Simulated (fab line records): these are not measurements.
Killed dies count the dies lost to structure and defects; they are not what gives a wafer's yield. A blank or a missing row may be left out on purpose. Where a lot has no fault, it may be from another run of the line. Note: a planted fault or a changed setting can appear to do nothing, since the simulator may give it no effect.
Matching of chambers / flow n5_finfet / N5_FIN_SAQP_PECVD_48 on pecvd-02 has 3 sister chambers
The step deposits SiNx from SiH4/NH3/N2, target thk 25 nm, time 22.1 s. 3 wafers are shown with their chamber, then 10 later ones without.

WAFERS PAIRED WITH THEIR CHAMBERS
wafer=L085.5; chamber=2; throttle_valve_pct (%)=40.4
wafer=L088.1; chamber=0; throttle_valve_pct (%)=39.8
wafer=L088.2; chamber=1; throttle_valve_pct (%)=41.6

WAFERS WITH NO CHAMBER GIVEN
wafer=L088.4; throttle_valve_pct (%)=41.9
wafer=L089.2; throttle_valve_pct (%)=39.6
wafer=L089.4; throttle_valve_pct (%)=40.2
wafer=L089.5; throttle_valve_pct (%)=41.6
wafer=L091.1; throttle_valve_pct (%)=41.6
wafer=L091.2; throttle_valve_pct (%)=39.6
wafer=L091.4; throttle_valve_pct (%)=39.8
wafer=L092.3; throttle_valve_pct (%)=41.7
wafer=L092.5; throttle_valve_pct (%)=40.4
wafer=L092.6; throttle_valve_pct (%)=39.6

WHICH CHAMBER EACH ONE RAN IN
wafer=L088.4; from the rows above=1; in truth=1
wafer=L089.2; from the rows above=0; in truth=0
wafer=L089.4; from the rows above=can't be placed: 2 or 0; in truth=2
wafer=L089.5; from the rows above=1; in truth=1
wafer=L091.1; from the rows above=1; in truth=1
wafer=L091.2; from the rows above=0; in truth=0
wafer=L091.4; from the rows above=0; in truth=0
wafer=L092.3; from the rows above=1; in truth=1
wafer=L092.5; from the rows above=2; in truth=2
wafer=L092.6; from the rows above=0; in truth=0
Placed correctly: 9 of 10. Cannot be placed on the basis of these rows: 1; the candidates contain the true chamber in 1. Number placed wrongly: 0.
How it was worked out, from the rows above alone: a wafer's distance from a chamber is the root of the sum, over the readings, of the square of ((its reading less the chamber's mean) divided by the reading's scatter). The wafer belongs to the nearest chamber; if the next one is less than 2 further off, it can't be placed. The mean given for a chamber averages the wafers shown for that chamber. The scatter (one wafer shown for each chamber): square how far every hidden wafer sits from the nearest shown wafer, average those squares and take the square root.
